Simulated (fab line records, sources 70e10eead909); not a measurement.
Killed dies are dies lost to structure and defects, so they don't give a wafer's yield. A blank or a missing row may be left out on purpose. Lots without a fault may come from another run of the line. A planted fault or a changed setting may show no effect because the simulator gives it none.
Which tool did it? | flow nand_harc | 24 lots, 72 wafers sampled, at 3 steps of a route of 1159

WHAT THE GAUGES READ, wafer by wafer
NHARC_P_BONDPAD_CD_MEAS_13. Usual: cd_nm 499.7 nm, standard deviation 2.2.
lot  | measured     | on        | cd_nm (nm)        | flag
L074 | day 6 03:55  | cd_sem-02 | 500.1 500.5 497.1 |
L077 | day 7 04:49  | cd_sem-03 | 502.0 501.4 497.1 |
L076 | day 7 04:58  | cd_sem-02 | 498.4 501.4 498.7 |
L078 | day 7 07:58  | cd_sem-02 | 499.7 499.7 499.9 |
L075 | day 7 08:20  | cd_sem-03 | 504.9 502.4 501.5 |
L079 | day 7 23:15  | cd_sem-03 | 498.1 499.2 499.7 |
L080 | day 8 01:47  | cd_sem-01 | 498.8 497.4 498.9 |
L081 | day 8 02:43  | cd_sem-02 | 501.1 496.8 495.6 |
L082 | day 8 07:19  | cd_sem-03 | 501.2 502.2 498.0 |
L083 | day 8 20:22  | cd_sem-02 | 501.7 500.9 498.4 |
L087 | day 9 13:29  | cd_sem-02 | 499.3 499.9 504.2 |
L086 | day 9 14:13  | cd_sem-02 | 500.5 499.0 501.1 |
L084 | day 9 14:32  | cd_sem-02 | 496.6 499.7 501.0 |
L085 | day 9 23:21  | cd_sem-03 | 501.9 498.7 496.4 |
L088 | day 10 05:11 | cd_sem-02 | 501.0 500.0 501.3 |
L089 | day 10 05:44 | cd_sem-03 | 503.9 499.6 496.2 |
L090 | day 10 10:26 | cd_sem-01 | 501.6 502.5 497.9 |
L091 | day 10 12:59 | cd_sem-02 | 497.4 497.9 500.4 |
L093 | day 10 22:03 | cd_sem-01 | 504.9 501.4 501.1 |
L092 | day 10 22:40 | cd_sem-02 | 495.4 501.3 498.6 |
L094 | day 11 04:08 | cd_sem-02 | 496.2 496.1 499.8 |
L096 | day 11 15:35 | cd_sem-03 | 503.2 502.7 498.6 |
L095 | day 11 16:22 | cd_sem-02 | 503.8 496.7 499.8 |
L097 | day 12 17:59 | cd_sem-03 | 495.0 497.7 496.3 |

NHARC_A_ONON_D1_THK_MEAS_30: measures by ellipsometry. Usual: thk_nm 999 nm, standard deviation 10.
lot  | measured     | on            | thk_nm (nm)    | flag
L074 | day 7 21:25  | film_metro-01 | 1005 1006 1006 |
L077 | day 8 22:34  | film_metro-01 | 999 999 997    |
L076 | day 8 22:25  | film_metro-01 | 1012 1013 1014 |
L078 | day 8 22:46  | film_metro-01 | 993 993 992    |
L075 | day 8 22:26  | film_metro-02 | 1000 1000 1000 |
L079 | day 9 14:37  | film_metro-02 | 1005 1004 1004 |
L080 | day 9 14:24  | film_metro-01 | 1000 997 998   |
L081 | day 9 14:16  | film_metro-02 | 1000 1001 1001 |
L082 | day 9 21:07  | film_metro-01 | 1005 1007 1005 |
L083 | day 10 10:47 | film_metro-02 | 1018 1018 1022 |
L087 | day 11 04:53 | film_metro-02 | 1019 1018 1018 |
L086 | day 11 04:34 | film_metro-02 | 1001 1003 1001 |
L084 | day 11 04:31 | film_metro-01 | 992 994 992    |
L085 | day 11 17:25 | film_metro-01 | 999 999 1002   |
L088 | day 11 17:46 | film_metro-01 | 991 991 991    |
L089 | day 11 17:40 | film_metro-02 | 990 992 992    |
L090 | day 12 02:10 | film_metro-02 | 976 973 975    |
L091 | day 12 02:08 | film_metro-01 | 988 986 987    |
L093 | day 12 12:56 | film_metro-02 | 1004 1002 1002 |
L092 | day 12 12:56 | film_metro-01 | 978 979 980    |
L094 | day 12 19:11 | film_metro-02 | 1004 1002 1003 |
L096 | day 13 06:10 | film_metro-02 | 1006 1008 1007 |
L095 | day 13 06:09 | film_metro-01 | 995 994 995    |
L097 | day 14 08:49 | film_metro-01 | 1004 1005 1003 |

WHICH TOOL RAN EACH LOT (tool, then ch and the chambers of the sampled wafers, then the start)
lot  | NHARC_P_BONDPAD_PVD_27
L074 | pvd_sputter-02, day 7 21:25 or earlier
L077 | pvd_sputter-01, day 8 22:34 or earlier
L076 | pvd_sputter-03, day 8 22:25 or earlier
L078 | pvd_sputter-01, day 8 22:46 or earlier
L075 | pvd_sputter-02, day 8 22:26 or earlier
L079 | pvd_sputter-02, day 9 14:37 or earlier
L080 | pvd_sputter-01, day 9 14:24 or earlier
L081 | pvd_sputter-03, day 9 14:16 or earlier
L082 | pvd_sputter-01, day 9 21:07 or earlier
L083 | pvd_sputter-03, day 10 10:47 or earlier
L087 | pvd_sputter-03, day 11 04:53 or earlier
L086 | pvd_sputter-02, day 11 04:34 or earlier
L084 | pvd_sputter-01, day 11 04:31 or earlier
L085 | pvd_sputter-03, day 11 17:25 or earlier
L088 | pvd_sputter-03, day 11 17:46 or earlier
L089 | pvd_sputter-03, day 11 17:40 or earlier
L090 | pvd_sputter-03, day 12 02:10 or earlier
L091 | pvd_sputter-02, day 12 02:08 or earlier
L093 | pvd_sputter-02, day 12 12:56 or earlier
L092 | pvd_sputter-03, day 12 12:56 or earlier
L094 | pvd_sputter-02, day 12 19:11 or earlier
L096 | pvd_sputter-01, day 13 06:10 or earlier
L095 | pvd_sputter-03, day 13 06:09 or earlier
L097 | pvd_sputter-02, day 14 08:49 or earlier
- NHARC_P_BONDPAD_PVD_27: deposits Cu, target thk 30 nm, time 20.49 s.

WHAT THE TOOLS THEMSELVES READ (means of the sampled wafers that have a number; where no wafer has one, the mark that the record gives instead)
NHARC_P_BONDPAD_PVD_27. Usual: chamber_pressure_pa 4.998 Pa, standard deviation 0.011; throttle_valve_pct 29.9 %, standard deviation 1.1.
lot  | tool           | chamber_pressure_pa (Pa) | throttle_valve_pct (%) | flag
L074 | pvd_sputter-02 | 4.994                    | 29.3                   |
L077 | pvd_sputter-01 | 5.000                    | 30.0                   |
L076 | pvd_sputter-03 | 4.991                    | 29.0                   |
L078 | pvd_sputter-01 | 4.999                    | 29.1                   |
L075 | pvd_sputter-02 | 4.991                    | 29.4                   |
L079 | pvd_sputter-02 | 5.009                    | 28.8                   |
L080 | pvd_sputter-01 | 4.999                    | 29.3                   |
L081 | pvd_sputter-03 | 5.005                    | 31.5                   |
L082 | pvd_sputter-01 | 4.998                    | 29.0                   |
L083 | pvd_sputter-03 | 4.999                    | 30.7                   |
L087 | pvd_sputter-03 | 4.996                    | 30.0                   |
L086 | pvd_sputter-02 | 4.993                    | 28.8                   |
L084 | pvd_sputter-01 | 4.992                    | 30.0                   |
L085 | pvd_sputter-03 | 4.994                    | 30.6                   |
L088 | pvd_sputter-03 | 4.999                    | 30.6                   |
L089 | pvd_sputter-03 | 4.997                    | 29.9                   |
L090 | pvd_sputter-03 | 5.001                    | 30.1                   |
L091 | pvd_sputter-02 | 4.999                    | 29.9                   |
L093 | pvd_sputter-02 | 4.996                    | 29.8                   |
L092 | pvd_sputter-03 | 5.000                    | 30.8                   |
L094 | pvd_sputter-02 | 5.001                    | 29.9                   |
L096 | pvd_sputter-01 | 4.994                    | 29.3                   |
L095 | pvd_sputter-03 | 5.007                    | 30.7                   |
L097 | pvd_sputter-02 | 4.995                    | 30.2                   |

THE ANSWER, worked out from the rows above alone
Rule: a lot is off if the mean of its wafers that have a number lies more than 3 standard deviations from the usual mean. A lot without any number at a reading at which 4 lots or more have one is off too. The other lots that the step has rows for count as sound. The gauges are gone through in route order, then the tools' own readings, and for those a lot's mean is taken as printed above. The first step at which some lot is off is used, and at that step the reading that is off furthest; a lot without a number counts as furthest.
No lot is off at any reading shown: from this, nothing can be told.

WHAT THE SIMULATOR HAD PUT IN
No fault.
